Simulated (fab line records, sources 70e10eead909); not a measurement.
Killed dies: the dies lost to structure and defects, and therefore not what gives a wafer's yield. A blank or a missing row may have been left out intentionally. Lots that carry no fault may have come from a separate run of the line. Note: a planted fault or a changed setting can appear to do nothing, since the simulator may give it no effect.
The same fault as seen by 2 desks -- flow nand harc -- every desk sees just its own numbers, and what lay behind them comes last

## FOR THE TOOL OWNER'S DESK: pecvd onon-01
The tool's own readings at NHARC_A_ONON_D1_DEP_00 (target thk 1000 nm): means of the sampled wafers that have a number, for each lot that ran on this tool. If a lot's mean is further than 4 standard deviations from the usual mean, the lot is out of limits and carries the mark OUT (the distance appears in the brackets).
Columns: A = nh3 flow sccm at NHARC_A_ONON_D1_DEP_00, usual 499.7 sccm
lot,first seen here,A
L701,day 8 04:07,500.3
L705,day 8 17:59,499.2
L707,day 9 01:37,498.0
L711,day 9 23:20,501.1
L724,day 12 21:52,499.4
Result from this desk: across the 5 lots, nothing is out of limits.

## AT THE METROLOGY DESK
What the gauges read, lot by lot, whatever tool the lot ran on: means of the sampled wafers that have a number. If a lot's mean is further than 4 standard deviations from the usual mean, the lot is out of limits and carries the mark OUT (the distance appears in the brackets).
Columns: A = thk nm at NHARC_A_ONON_D1_THK_MEAS_02, usual 1000 nm
lot,first seen here,A
L701,day 8 04:34,998
L702,day 8 04:34,1015
L705,day 8 18:31,1313 (+28) OUT
L707,day 9 02:08,1162 (+15) OUT
L708,day 9 05:31,1018
L711,day 9 23:50,1234 (+21) OUT
L716,day 11 11:18,1002
L717,day 11 11:18,986
L720,day 12 04:02,990
L721,day 12 04:02,984
L724,day 12 22:22,986
L723,day 13 04:05,993
This desk's verdict: out of limits on L705, L707, L711, starting with L705 at day 8 18:31 (thk nm at NHARC_A_ONON_D1_THK_MEAS_02). Within limits: L701, L702, L708, L716, L717, L720, L721, L724, L723.

## TAKEN TOGETHER
The metrology desk could have raised an alarm at day 8 18:31, on L705, L707, L711.
The tool owner's desk saw nothing out of limits.
Tool owner's desk: L705, L707, L711 on record, inside its limits.
Every lot named ran NHARC_A_ONON_D1_DEP_00 on pecvd onon-01.

## WHAT HAD BEEN PUT IN BY THE SIMULATOR
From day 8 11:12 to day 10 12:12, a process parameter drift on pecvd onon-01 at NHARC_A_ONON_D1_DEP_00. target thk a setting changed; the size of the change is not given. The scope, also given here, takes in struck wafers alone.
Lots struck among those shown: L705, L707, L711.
Time in hours between the start of the fault and the first out-of-limits reading at each desk: metrology desk, 7.
